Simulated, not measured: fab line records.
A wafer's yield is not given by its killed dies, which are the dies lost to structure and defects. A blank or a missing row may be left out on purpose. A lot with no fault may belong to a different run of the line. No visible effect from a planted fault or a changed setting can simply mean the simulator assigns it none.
Chamber matching :: flow n5-finfet :: N5_MOL_CONTACT_COAG_CMP_52 on cmp-01: 4 sister chambers
The step polishes, stops on SiO2, t overpolish 1.5 s, target thk 66.5 nm. 4 wafers are shown with their chamber, then 8 later ones without.

== EACH WAFER AND ITS CHAMBER ==
wafer: L085.5
chamber: 0
motor-current-A (A): 12.2

wafer: L090.3
chamber: 1
motor-current-A (A): 11.6

wafer: L090.4
chamber: 2
motor-current-A (A): 9.5

wafer: L091.2
chamber: 3
motor-current-A (A): 11.8

== WAFERS WHOSE CHAMBER IS MISSING ==
wafer: L091.3
motor-current-A (A): 9.3

wafer: L091.5
motor-current-A (A): 12.1

wafer: L095.2
motor-current-A (A): 12.6

wafer: L095.5
motor-current-A (A): 11.6

wafer: L095.6
motor-current-A (A): 11.9

wafer: L097.2
motor-current-A (A): 12.1

wafer: L097.3
motor-current-A (A): 12.4

wafer: L097.6
motor-current-A (A): 11.6

== CHAMBER TAKEN BY EACH ==
wafer: L091.3
from the rows above: 2
in truth: 2

wafer: L091.5
from the rows above: can't be placed: 0 or 3
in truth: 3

wafer: L095.2
from the rows above: 0
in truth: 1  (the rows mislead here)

wafer: L095.5
from the rows above: can't be placed: 1 or 3
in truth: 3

wafer: L095.6
from the rows above: can't be placed: 3 or 0 or 1
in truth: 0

wafer: L097.2
from the rows above: can't be placed: 0 or 3
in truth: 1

wafer: L097.3
from the rows above: 0
in truth: 0

wafer: L097.6
from the rows above: can't be placed: 1 or 3
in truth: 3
Correct placement for 2 of the 8. Not placeable from these rows: 5 (in 4, the candidates include the true chamber). Number placed wrongly: 1.
How it was worked out, from the rows above alone: a wafer's distance from a chamber is the root of the sum, over the readings, of the square of ((its reading less the chamber's mean) divided by the reading's scatter). If the next closest chamber is less than 2 further off than the closest, the wafer can't be placed; otherwise it belongs to the closest. For every chamber, the mean is computed from those of its wafers that are shown. The scatter (one wafer shown for each chamber): square how far every hidden wafer sits from the nearest shown wafer, average those squares and take the square root.
